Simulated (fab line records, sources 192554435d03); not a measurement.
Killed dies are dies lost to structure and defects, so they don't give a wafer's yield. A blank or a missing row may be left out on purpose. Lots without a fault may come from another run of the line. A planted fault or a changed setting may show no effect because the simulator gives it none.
Which tool did it? | flow n5_finfet | 9 lots, 27 wafers sampled, at 5 steps of a route of 1938

WHAT THE GAUGES READ, wafer by wafer
N5_BEOL_M4_RC_MEAS_101. Usual: DIBL_N 36.6 mV/V, standard deviation 1.9; DIBL_P 36.7 mV/V, standard deviation 2.2; IOFF_N 0.16 nA/um, standard deviation 0.035; IOFF_P 0.22 nA/um, standard deviation 0.038; ION_N 672 uA/um, standard deviation 14; ION_P 462 uA/um, standard deviation 8.3; SS_N 71.6 mV/dec, standard deviation 0.65; SS_P 73.5 mV/dec, standard deviation 0.72; VT_N 250 mV, standard deviation 3.5; VT_P -250 mV, standard deviation 3.1.
lot  | measured     | on        | DIBL_N (mV/V)  | DIBL_P (mV/V)  | IOFF_N (nA/um) | IOFF_P (nA/um) | ION_N (uA/um) | ION_P (uA/um) | SS_N (mV/dec)  | SS_P (mV/dec)  | VT_N (mV)   | VT_P (mV)      | flag
L961 | day 9 21:14  | prober-02 | 35.1 36.8 35.6 | 35.1 37.9 36.8 | 0.14 0.16 0.15 | 0.18 0.22 0.21 | 679 668 680   | 466 460 469   | 71.7 71.1 70.9 | 72.6 74.0 72.8 | 252 253 250 | -252 -251 -249 |
L964 | day 10 10:27 | prober-02 | 35.9 37.2 36.9 | 36.8 37.1 37.2 | 0.17 0.17 0.16 | 0.24 0.22 0.23 | 691 664 670   | 476 455 462   | 71.0 72.0 72.5 | 73.7 74.0 74.4 | 249 251 252 | -249 -249 -249 |
L965 | day 10 21:10 | prober-01 | 35.9 37.0 38.1 | 35.8 38.1 38.4 | 0.14 0.17 0.18 | 0.16 0.21 0.22 | 675 661 685   | 454 455 465   | 71.9 71.1 72.2 | 73.2 74.0 74.1 | 254 250 250 | -256 -252 -254 |
L967 | day 11 09:17 | prober-02 | 36.3 37.3 36.5 | 36.6 38.0 37.6 | 0.15 0.16 0.16 | 0.21 0.23 0.22 | 678 659 681   | 468 459 463   | 71.1 71.4 71.4 | 73.3 74.0 73.7 | 252 250 247 | -252 -248 -250 |
L968 | day 11 17:17 | prober-02 | 34.1 33.8 33.7 | 33.4 32.8 32.6 | 0.13 0.12 0.12 | 0.17 0.16 0.16 | 650 656 642   | 448 454 439   | 71.7 71.4 71.3 | 72.8 72.9 72.9 | 254 256 258 | -253 -253 -251 |
L969 | day 11 14:56 | prober-01 | 32.7 36.4 33.4 | 34.8 38.2 34.6 | 0.12 0.18 0.12 | 0.18 0.23 0.18 | 655 670 665   | 459 466 460   | 70.9 72.2 71.6 | 72.7 73.1 72.6 | 252 249 253 | -252 -249 -252 |
L972 | day 12 15:44 | prober-02 | 34.9 36.9 36.8 | 35.8 37.6 38.6 | 0.13 0.18 0.17 | 0.18 0.22 0.24 | 671 673 672   | 456 454 463   | 72.0 72.6 71.8 | 73.1 73.7 73.5 | 253 250 249 | -253 -250 -248 |
L977 | day 13 09:16 | prober-02 | 40.8 35.1 36.6 | 42.0 35.6 36.8 | 0.26 0.14 0.16 | 0.32 0.21 0.21 | 692 663 676   | 467 457 462   | 72.9 71.1 71.7 | 74.4 73.1 73.4 | 245 251 250 | -245 -249 -251 |
L979 | day 14 14:19 | prober-02 | 38.1 35.2 35.7 | 37.1 34.2 34.4 | 0.19 0.14 0.14 | 0.25 0.19 0.21 | 669 680 678   | 458 466 474   | 71.4 71.2 71.6 | 73.8 72.6 73.6 | 249 251 249 | -248 -250 -248 |

WHICH TOOL RAN EACH LOT (tool, then ch and the chambers of the sampled wafers, then the start)
lot  | N5_HKMG_FIN_STRIP_88                | N5_HKMG_FIN_CMP_23           | N5_GATE_CUT_ETCH_56              | N5_GATE_CUT_SAC_CAP_01
L961 | plasma_asher-02 ch 0,1, day 4 23:17 | cmp-03 ch 2,3, day 5 01:23   | rie_metal-03 ch 1, day 5 02:15   | ald_sin-04 ch 0,2,3, day 5 02:45
L964 | plasma_asher-01 ch 0,1, day 5 18:52 | cmp-03 ch 0,2,3, day 5 21:07 | rie_metal-02 ch 0,1, day 5 21:55 | ald_sin-02 ch 1,2, day 5 22:28
L965 | plasma_asher-02 ch 0,1, day 6 00:16 | cmp-02 ch 0,1,2, day 6 02:31 | rie_metal-01 ch 0,1, day 6 03:16 | ald_sin-04 ch 0,1, day 6 03:56
L967 | plasma_asher-02 ch 0,1, day 6 10:38 | cmp-01 ch 0,2,3, day 6 12:44 | rie_metal-01 ch 0,1, day 6 13:36 | ald_sin-01 ch 0,1,2, day 6 14:17
L968 | plasma_asher-02 ch 1, day 6 16:59   | cmp-01 ch 0,2,3, day 6 19:10 | rie_metal-03 ch 0,1, day 6 19:57 | ald_sin-02 ch 0,2, day 6 20:26
L969 | plasma_asher-02 ch 0,1, day 7 02:36 | cmp-03 ch 0,1,2, day 7 04:49 | rie_metal-02 ch 0,1, day 7 05:32 | ald_sin-04 ch 0,2,3, day 7 06:00
L972 | plasma_asher-01 ch 0,1, day 7 21:25 | cmp-03 ch 0,2,3, day 7 23:31 | rie_metal-03 ch 0,1, day 8 00:23 | ald_sin-04 ch 0,1,2, day 8 01:05
L977 | plasma_asher-01 ch 0,1, day 8 22:49 | cmp-03 ch 0,1,2, day 9 00:52 | rie_metal-03 ch 0,1, day 9 01:41 | ald_sin-02 ch 0,3, day 9 02:08
L979 | plasma_asher-01 ch 0,1, day 9 16:14 | cmp-01 ch 0,3, day 9 18:28   | rie_metal-02 ch 0,1, day 9 19:15 | ald_sin-02 ch 0,2,3, day 9 19:44
- N5_HKMG_FIN_STRIP_88: strips in N2/H2, time 360 s.
- N5_HKMG_FIN_CMP_23: polishes, stops on SiNx, t overpolish 10 s, target thk 46.326 nm.
- N5_GATE_CUT_ETCH_56: etches TiN in Cl2/Ar, target depth 21.6 nm.
- N5_GATE_CUT_SAC_CAP_01: material SiNx, target thk 24 nm, pulse time 1 s, ald cycles 480.

WHAT THE TOOLS THEMSELVES READ (means of the sampled wafers that have a number; where no wafer has one, the mark that the record gives instead)
N5_HKMG_FIN_STRIP_88. Usual: drypump_motor_current_A 5.86 A, standard deviation 0.24; heater_power_w 469 W, standard deviation 35.
lot  | tool            | drypump_motor_current_A (A) | heater_power_w (W) | flag
L961 | plasma_asher-02 | 6.05                        | 478                |
L964 | plasma_asher-01 | 5.72                        | 445                |
L965 | plasma_asher-02 | 5.87                        | 504                |
L967 | plasma_asher-02 | 5.86                        | 501                |
L968 | plasma_asher-02 | 5.68                        | 528                |
L969 | plasma_asher-02 | 6.06                        | 480                |
L972 | plasma_asher-01 | 5.79                        | 452                |
L977 | plasma_asher-01 | 5.78                        | 452                |
L979 | plasma_asher-01 | 5.77                        | 452                |

N5_HKMG_FIN_CMP_23. Usual: motor_current_A 12.5 A, standard deviation 1.3; overpolish_run_s 10.001 s, standard deviation 0.0099; time_to_endpoint_s 11.0 s, standard deviation 2.1.
lot  | tool   | motor_current_A (A) | overpolish_run_s (s) | time_to_endpoint_s (s) | flag
L961 | cmp-03 | 12.5                | 10.004               | 9.9                    |
L964 | cmp-03 | 12.8                | 10.007               | 11.0                   |
L965 | cmp-02 | 12.8                | 9.997                | 10.9                   |
L967 | cmp-01 | 12.5                | 9.999                | 8.8                    |
L968 | cmp-01 | 12.8                | 10.001               | 12.4                   |
L969 | cmp-03 | 12.6                | 10.010               | 11.1                   |
L972 | cmp-03 | 12.9                | 10.000               | 9.7                    |
L977 | cmp-03 | 12.2                | 9.991                | 12.2                   |
L979 | cmp-01 | 13.3                | 10.005               | 15.3                   |

N5_GATE_CUT_ETCH_56. Usual: drypump_motor_current_A 5.4 A, standard deviation 0.41; mfc_cl2_sccm 40.01 sccm, standard deviation 0.13; oes_product_au 0.72 a.u., standard deviation 0.062; throttle_valve_pct 20.97 %, standard deviation 0.26.
lot  | tool         | drypump_motor_current_A (A) | mfc_cl2_sccm (sccm) | oes_product_au (a.u.) | throttle_valve_pct (%) | flag
L961 | rie_metal-03 | 5.1                         | 39.93               | 0.72                  | 20.68                  |
L964 | rie_metal-02 | 5.8                         | 39.98               | 0.78                  | 21.02                  |
L965 | rie_metal-01 | 5.6                         | 39.96               | 0.77                  | 20.86                  |
L967 | rie_metal-01 | 5.9                         | 40.07               | 0.72                  | 20.73                  |
L968 | rie_metal-03 | 5.2                         | 40.09               | 0.71                  | 21.09                  |
L969 | rie_metal-02 | 5.8                         | 40.14               | 0.78                  | 21.02                  |
L972 | rie_metal-03 | 5.1                         | 53.41               | 0.73                  | 22.48                  | OFF
L977 | rie_metal-03 | 5.2                         | 53.53               | 0.71                  | 22.71                  | OFF
L979 | rie_metal-02 | 5.8                         | 40.07               | 0.76                  | 21.02                  |

N5_GATE_CUT_SAC_CAP_01. Usual: heater_power_outer_w 525 W, standard deviation 56; heater_power_w 863 W, standard deviation 74; precursor_pulse_height_rel 1.002, standard deviation 0.02.
lot  | tool       | heater_power_outer_w (W) | heater_power_w (W) | precursor_pulse_height_rel | flag
L961 | ald_sin-04 | 471                      | 772                | 0.995                      |
L964 | ald_sin-02 | 557                      | 922                | 1.003                      |
L965 | ald_sin-04 | 499                      | 817                | 1.000                      |
L967 | ald_sin-01 | 491                      | 853                | 0.995                      |
L968 | ald_sin-02 | 570                      | 897                | 1.009                      |
L969 | ald_sin-04 | 474                      | 792                | 0.986                      |
L972 | ald_sin-04 | 480                      | 804                | 1.000                      |
L977 | ald_sin-02 | 538                      | 858                | 0.998                      |
L979 | ald_sin-02 | 545                      | 868                | 0.992                      |

THE ANSWER, worked out from the rows above alone
Rule: a lot is off if the mean of its wafers that have a number lies more than 3 standard deviations from the usual mean. A lot without any number at a reading at which 4 lots or more have one is off too. The other lots that the step has rows for count as sound. The gauges are gone through in route order, then the tools' own readings, and for those a lot's mean is taken as printed above. The first step at which some lot is off is used, and at that step the reading that is off furthest; a lot without a number counts as furthest.
Off: L972, L977, at N5_GATE_CUT_ETCH_56 (mfc_cl2_sccm).
A tool fits if, at that step or a process step before it, it ran every lot that is off, and no sound lot after the first of them. Can't be told from this: 2 tools fit, cmp-03 at N5_HKMG_FIN_CMP_23, rie_metal-03 at N5_GATE_CUT_ETCH_56.

WHAT THE SIMULATOR HAD PUT IN
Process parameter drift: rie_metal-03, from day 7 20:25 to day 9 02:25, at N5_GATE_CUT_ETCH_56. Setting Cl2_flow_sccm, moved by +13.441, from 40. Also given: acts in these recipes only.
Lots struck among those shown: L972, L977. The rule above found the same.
